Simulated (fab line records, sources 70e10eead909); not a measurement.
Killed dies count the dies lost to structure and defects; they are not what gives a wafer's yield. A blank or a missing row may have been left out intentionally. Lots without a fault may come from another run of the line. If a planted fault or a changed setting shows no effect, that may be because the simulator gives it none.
The tool behind it: which one? || flow nand_harc || Sampling: 12 lots, 34 wafers, 6 of 1302 route steps

WHAT EACH GAUGE READ, for each wafer
NHARC_A_DECK1_JOINT_INSPECT_05.
{"lot": "L765", "measured": "day 12 05:55", "on": "defect_inspect-02", "raw_defect_count": "191 125 166"}
{"lot": "L766", "measured": "day 12 23:07", "on": "defect_inspect-02", "raw_defect_count": "260 230 504"}
{"lot": "L767", "measured": "day 13 11:58", "on": "defect_inspect-01", "raw_defect_count": "363 312 258"}
{"lot": "L771", "measured": "day 15 03:49", "on": "defect_inspect-01", "raw_defect_count": "347 343 178"}
{"lot": "L772", "measured": "day 15 14:30", "on": "defect_inspect-02", "raw_defect_count": "298 243 231"}
{"lot": "L773", "measured": "day 16 00:53", "on": "defect_inspect-02", "raw_defect_count": "192 363 327"}
{"lot": "L780", "measured": "day 18 16:56", "on": "defect_inspect-01", "raw_defect_count": 357}
{"lot": "L782", "measured": "day 19 05:32", "on": "defect_inspect-01", "raw_defect_count": "196 157 395"}
{"lot": "L784", "measured": "day 20 10:44", "on": "defect_inspect-01", "raw_defect_count": "142 131 220"}
{"lot": "L786", "measured": "day 21 07:32", "on": "defect_inspect-01", "raw_defect_count": "254 405 480"}
{"lot": "L788", "measured": "day 21 22:34", "on": "defect_inspect-02", "raw_defect_count": "224 218 220"}
{"lot": "L787", "measured": "day 21 22:27", "on": "defect_inspect-01", "raw_defect_count": "268 383 512"}

NHARC_A_ONON_D2_THK_MEAS_30: measures by ellipsometry.
{"lot": "L765", "measured": "day 12 18:28", "on": "film_metro-01", "thk_nm (nm)": "999 1000 1000"}
{"lot": "L766", "measured": "day 13 11:35", "on": "film_metro-01", "thk_nm (nm)": "1005 1002 1003"}
{"lot": "L767", "measured": "day 14 02:45", "on": "film_metro-02", "thk_nm (nm)": "1006 1006 1007"}
{"lot": "L771", "measured": "day 15 16:17", "on": "film_metro-01", "thk_nm (nm)": "1012 1012 1012"}
{"lot": "L772", "measured": "day 16 03:21", "on": "film_metro-02", "thk_nm (nm)": "994 991 996"}
{"lot": "L773", "measured": "day 16 13:26", "on": "film_metro-01", "thk_nm (nm)": "1003 1005 1004"}
{"lot": "L780", "measured": "day 19 05:47", "on": "film_metro-01", "thk_nm (nm)": "1042 1039"}
{"lot": "L782", "measured": "day 19 18:04", "on": "film_metro-01", "thk_nm (nm)": "1001 1049 1001 1003 1050 1001"}
{"lot": "L784", "measured": "day 21 01:07", "on": "film_metro-01", "thk_nm (nm)": "1010 1010 1008"}
{"lot": "L786", "measured": "day 21 20:40", "on": "film_metro-02", "thk_nm (nm)": "982 982 982"}
{"lot": "L788", "measured": "day 22 11:31", "on": "film_metro-02", "thk_nm (nm)": "1007 1006 1007"}
{"lot": "L787", "measured": "day 22 11:31", "on": "film_metro-01", "thk_nm (nm)": "990 992 991"}

NHARC_A_CHANNEL_HOLE_D2_OVL_MEAS_11.
{"lot": "L765", "measured": "day 12 22:07", "on": "overlay-02", "overlay_x_nm (nm)": "-1.0 -0.8 -0.4", "overlay_y_nm (nm)": "-0.1 -1.1 -0.6"}
{"lot": "L766", "measured": "day 13 16:25", "on": "overlay-01", "overlay_x_nm (nm)": "-0.5 -0.2 -0.1", "overlay_y_nm (nm)": "-0.1 -0.2 0.0"}
{"lot": "L767", "measured": "day 14 08:46", "on": "overlay-02", "overlay_x_nm (nm)": "1.3 0.8 0.9", "overlay_y_nm (nm)": "0.1 -0.3 -0.3"}
{"lot": "L771", "measured": "day 15 19:37", "on": "overlay-02", "overlay_x_nm (nm)": "-0.9 -0.8 -1.4", "overlay_y_nm (nm)": "-0.3 0.4 0.2"}
{"lot": "L772", "measured": "day 16 06:53", "on": "overlay-01", "overlay_x_nm (nm)": "0.5 0.2 -0.6", "overlay_y_nm (nm)": "-0.7 -1.6 -1.4"}
{"lot": "L773", "measured": "day 16 18:50", "on": "overlay-01", "overlay_x_nm (nm)": "-1.1 -0.5 -0.6", "overlay_y_nm (nm)": "-0.8 -0.7 -0.9"}
{"lot": "L782", "measured": "day 20 00:43", "on": "overlay-01", "overlay_x_nm (nm)": "-0.2 -0.3", "overlay_y_nm (nm)": "-1.1 -1.6"}
{"lot": "L784", "measured": "day 21 07:13", "on": "overlay-02", "overlay_x_nm (nm)": "-0.6 -0.8 -0.8", "overlay_y_nm (nm)": "-0.4 -1.0 -1.0"}
{"lot": "L786", "measured": "day 22 00:38", "on": "overlay-01", "overlay_x_nm (nm)": "-0.4 -0.3 -0.2", "overlay_y_nm (nm)": "-0.1 0.6 -0.3"}
{"lot": "L788", "measured": "day 22 16:14", "on": "overlay-01", "overlay_x_nm (nm)": "-0.3 0.1 0.5", "overlay_y_nm (nm)": "1.1 1.0 0.6"}
{"lot": "L787", "measured": "day 22 16:25", "on": "overlay-02", "overlay_x_nm (nm)": "-1.1 -1.3 -1.0", "overlay_y_nm (nm)": "-0.1 -0.3 -0.6"}

NHARC_END_SORT_01.
{"lot": "L773", "measured": "day 27 23:43", "on": "prober-01", "killed_at_array": "26 40 43", "killed_at_other": "2 3 1", "killed_at_periphery": "2 3 4", "killed_dies": "30 46 48", "killed_open": "5 6 2", "killed_short": "3 4 3"}
{"lot": "L780", "measured": "day 30 16:23", "on": "prober-02", "killed_at_array": 623, "killed_at_other": 0, "killed_at_periphery": 1, "killed_dies": 624, "killed_open": 4, "killed_short": 2}
{"lot": "L782", "measured": "day 31 01:08", "on": "prober-01", "killed_at_array": "29 616 23", "killed_at_other": "4 3 2", "killed_at_periphery": "5 3 3", "killed_dies": "38 622 28", "killed_open": "3 2 8", "killed_short": "7 2 2"}

WHICH TOOL RAN EACH LOT (tool, then ch and the chambers of the sampled wafers, then the start)
{"lot": "L765", "NHARC_A_CHANNEL_FILL_D1_STRIP_29": "rie_diel-09 ch 0,1,2, day 12 05:55 or earlier", "NHARC_A_ONON_D2_DEP_28": "pecvd_onon-03 ch 0, day 12 18:01"}
{"lot": "L766", "NHARC_A_CHANNEL_FILL_D1_STRIP_29": "rie_diel-05 ch 0,2,3, day 11 03:56", "NHARC_A_ONON_D2_DEP_28": "pecvd_onon-02 ch 0, day 13 11:16"}
{"lot": "L767", "NHARC_A_CHANNEL_FILL_D1_STRIP_29": "rie_diel-13 ch 0,1, day 13 11:58 or earlier", "NHARC_A_ONON_D2_DEP_28": "pecvd_onon-02 ch 0, day 14 02:18"}
{"lot": "L771", "NHARC_A_CHANNEL_FILL_D1_STRIP_29": "rie_diel-13 ch 0,1,3, day 15 03:49 or earlier", "NHARC_A_ONON_D2_DEP_28": "pecvd_onon-02 ch 0, day 15 15:45"}
{"lot": "L772", "NHARC_A_CHANNEL_FILL_D1_STRIP_29": "rie_diel-05 ch 0,2,3, day 13 22:23", "NHARC_A_ONON_D2_DEP_28": "pecvd_onon-02 ch 0, day 16 02:53"}
{"lot": "L773", "NHARC_A_CHANNEL_FILL_D1_STRIP_29": "rie_diel-13 ch 1,3, day 16 00:53 or earlier", "NHARC_A_ONON_D2_DEP_28": "pecvd_onon-04 ch 0, day 16 12:56"}
{"lot": "L780", "NHARC_A_CHANNEL_FILL_D1_STRIP_29": "rie_diel-05 ch 3, day 18 16:56 or earlier", "NHARC_A_ONON_D2_DEP_28": "pecvd_onon-04 ch 0, day 19 05:27"}
{"lot": "L782", "NHARC_A_CHANNEL_FILL_D1_STRIP_29": "rie_diel-05 ch 1,3, day 19 05:32 or earlier", "NHARC_A_ONON_D2_DEP_28": "pecvd_onon-04 ch 0, day 19 17:36"}
{"lot": "L784", "NHARC_A_CHANNEL_FILL_D1_STRIP_29": "rie_diel-09 ch 1,2,3, day 20 10:44 or earlier", "NHARC_A_ONON_D2_DEP_28": "pecvd_onon-02 ch 0, day 21 00:36"}
{"lot": "L786", "NHARC_A_CHANNEL_FILL_D1_STRIP_29": "rie_diel-13 ch 1,2,3, day 21 07:32 or earlier", "NHARC_A_ONON_D2_DEP_28": "pecvd_onon-03 ch 0, day 21 20:10"}
{"lot": "L788", "NHARC_A_CHANNEL_FILL_D1_STRIP_29": "rie_diel-05 ch 0,1,3, day 21 22:34 or earlier", "NHARC_A_ONON_D2_DEP_28": "pecvd_onon-04 ch 0, day 22 11:00"}
{"lot": "L787", "NHARC_A_CHANNEL_FILL_D1_STRIP_29": "rie_diel-13 ch 0,1,2, day 20 02:41", "NHARC_A_ONON_D2_DEP_28": "pecvd_onon-03 ch 0, day 22 11:04"}
- NHARC_A_CHANNEL_FILL_D1_STRIP_29: strips in O2, time 20 s.
- NHARC_A_ONON_D2_DEP_28: target thk 1000 nm.

AS READ BY THE TOOLS THEMSELVES (means over the sampled wafers that have a number; for cases with no such wafer, the mark the record gives instead)
NHARC_A_CHANNEL_FILL_D1_STRIP_29.
{"lot": "L765", "tool": "rie_diel-09", "drypump_motor_current_A (A)": 5.2, "mfc_ar_sccm (sccm)": 0.006, "oes_product_au (a.u.)": 1.000, "rf_vpp_V (V)": 58.2, "showerhead_plenum_p_Torr (Torr)": 3.61, "throttle_valve_pct (%)": 17.034}
{"lot": "L766", "tool": "rie_diel-05", "drypump_motor_current_A (A)": 6.0, "mfc_ar_sccm (sccm)": 0.004, "oes_product_au (a.u.)": 0.992, "rf_vpp_V (V)": 59.1, "showerhead_plenum_p_Torr (Torr)": 3.50, "throttle_valve_pct (%)": 17.029}
{"lot": "L767", "tool": "rie_diel-13", "drypump_motor_current_A (A)": 5.4, "mfc_ar_sccm (sccm)": 0.000, "oes_product_au (a.u.)": 1.006, "rf_vpp_V (V)": 57.9, "showerhead_plenum_p_Torr (Torr)": 3.66, "throttle_valve_pct (%)": 17.041}
{"lot": "L771", "tool": "rie_diel-13", "drypump_motor_current_A (A)": 5.7, "mfc_ar_sccm (sccm)": 0.002, "oes_product_au (a.u.)": 1.005, "rf_vpp_V (V)": 57.7, "showerhead_plenum_p_Torr (Torr)": 3.62, "throttle_valve_pct (%)": 17.043}
{"lot": "L772", "tool": "rie_diel-05", "drypump_motor_current_A (A)": 6.0, "mfc_ar_sccm (sccm)": 0.004, "oes_product_au (a.u.)": 1.005, "rf_vpp_V (V)": 58.1, "showerhead_plenum_p_Torr (Torr)": 3.50, "throttle_valve_pct (%)": 17.040}
{"lot": "L773", "tool": "rie_diel-13", "drypump_motor_current_A (A)": 6.0, "mfc_ar_sccm (sccm)": 0.005, "oes_product_au (a.u.)": 1.002, "rf_vpp_V (V)": 57.6, "showerhead_plenum_p_Torr (Torr)": 3.58, "throttle_valve_pct (%)": 17.041}
{"lot": "L780", "tool": "rie_diel-05", "drypump_motor_current_A (A)": 5.7, "mfc_ar_sccm (sccm)": 0.013, "oes_product_au (a.u.)": 0.995, "rf_vpp_V (V)": 57.0, "showerhead_plenum_p_Torr (Torr)": 3.37, "throttle_valve_pct (%)": 17.041}
{"lot": "L782", "tool": "rie_diel-05", "drypump_motor_current_A (A)": 6.1, "mfc_ar_sccm (sccm)": 0.009, "oes_product_au (a.u.)": 0.995, "rf_vpp_V (V)": 57.4, "showerhead_plenum_p_Torr (Torr)": 3.43, "throttle_valve_pct (%)": 17.034}
{"lot": "L784", "tool": "rie_diel-09", "drypump_motor_current_A (A)": 5.3, "mfc_ar_sccm (sccm)": 0.015, "oes_product_au (a.u.)": 1.001, "rf_vpp_V (V)": 57.8, "showerhead_plenum_p_Torr (Torr)": 3.49, "throttle_valve_pct (%)": 17.034}
{"lot": "L786", "tool": "rie_diel-13", "drypump_motor_current_A (A)": 5.8, "mfc_ar_sccm (sccm)": 0.010, "oes_product_au (a.u.)": 1.002, "rf_vpp_V (V)": 57.6, "showerhead_plenum_p_Torr (Torr)": 3.60, "throttle_valve_pct (%)": 17.032}
{"lot": "L788", "tool": "rie_diel-05", "drypump_motor_current_A (A)": 6.2, "mfc_ar_sccm (sccm)": 0.004, "oes_product_au (a.u.)": 0.993, "rf_vpp_V (V)": 58.5, "showerhead_plenum_p_Torr (Torr)": 3.56, "throttle_valve_pct (%)": 17.036}
{"lot": "L787", "tool": "rie_diel-13", "drypump_motor_current_A (A)": 5.5, "mfc_ar_sccm (sccm)": 0.008, "oes_product_au (a.u.)": 0.997, "rf_vpp_V (V)": 57.3, "showerhead_plenum_p_Torr (Torr)": 3.64, "throttle_valve_pct (%)": 17.046}

NHARC_A_ONON_D2_DEP_28.
{"lot": "L765", "tool": "pecvd_onon-03", "nh3_flow_sccm (sccm)": 500.4}
{"lot": "L766", "tool": "pecvd_onon-02", "nh3_flow_sccm (sccm)": 498.4}
{"lot": "L767", "tool": "pecvd_onon-02", "nh3_flow_sccm (sccm)": 500.4}
{"lot": "L771", "tool": "pecvd_onon-02", "nh3_flow_sccm (sccm)": 499.1}
{"lot": "L772", "tool": "pecvd_onon-02", "nh3_flow_sccm (sccm)": 500.5}
{"lot": "L773", "tool": "pecvd_onon-04", "nh3_flow_sccm (sccm)": 500.7}
{"lot": "L780", "tool": "pecvd_onon-04", "nh3_flow_sccm (sccm)": 500.5}
{"lot": "L782", "tool": "pecvd_onon-04", "nh3_flow_sccm (sccm)": 502.9}
{"lot": "L784", "tool": "pecvd_onon-02", "nh3_flow_sccm (sccm)": 498.7}
{"lot": "L786", "tool": "pecvd_onon-03", "nh3_flow_sccm (sccm)": 499.7}
{"lot": "L788", "tool": "pecvd_onon-04", "nh3_flow_sccm (sccm)": 499.7}
{"lot": "L787", "tool": "pecvd_onon-03", "nh3_flow_sccm (sccm)": 499.4}

THE ANSWER, worked out from the rows above alone
Rule: what is usual is taken from the lots themselves. Put in order of their means at a reading, lots are off if they are a third of the lots or fewer, leave a main group of 4 or more, and stand apart from it by a gap of 3 or more times the standard deviation of the main group's means; of several such gaps the widest counts. A main group is skipped when, at the precision printed for the reading in the tables above, its means are all equal. Also off: a lot with no number at a reading for which 4 or more lots have one. Where the step has rows for the other lots, those lots are counted as sound. The gauges are gone through in route order, then the tools' own readings, and for those a lot's mean is taken as printed above. At the first step where some lot is off, the reading lying furthest off is the one used; lots without a number count as furthest.
Nothing can be told from this: no lot is off at any reading shown.

WHAT THE SIMULATOR PUT IN
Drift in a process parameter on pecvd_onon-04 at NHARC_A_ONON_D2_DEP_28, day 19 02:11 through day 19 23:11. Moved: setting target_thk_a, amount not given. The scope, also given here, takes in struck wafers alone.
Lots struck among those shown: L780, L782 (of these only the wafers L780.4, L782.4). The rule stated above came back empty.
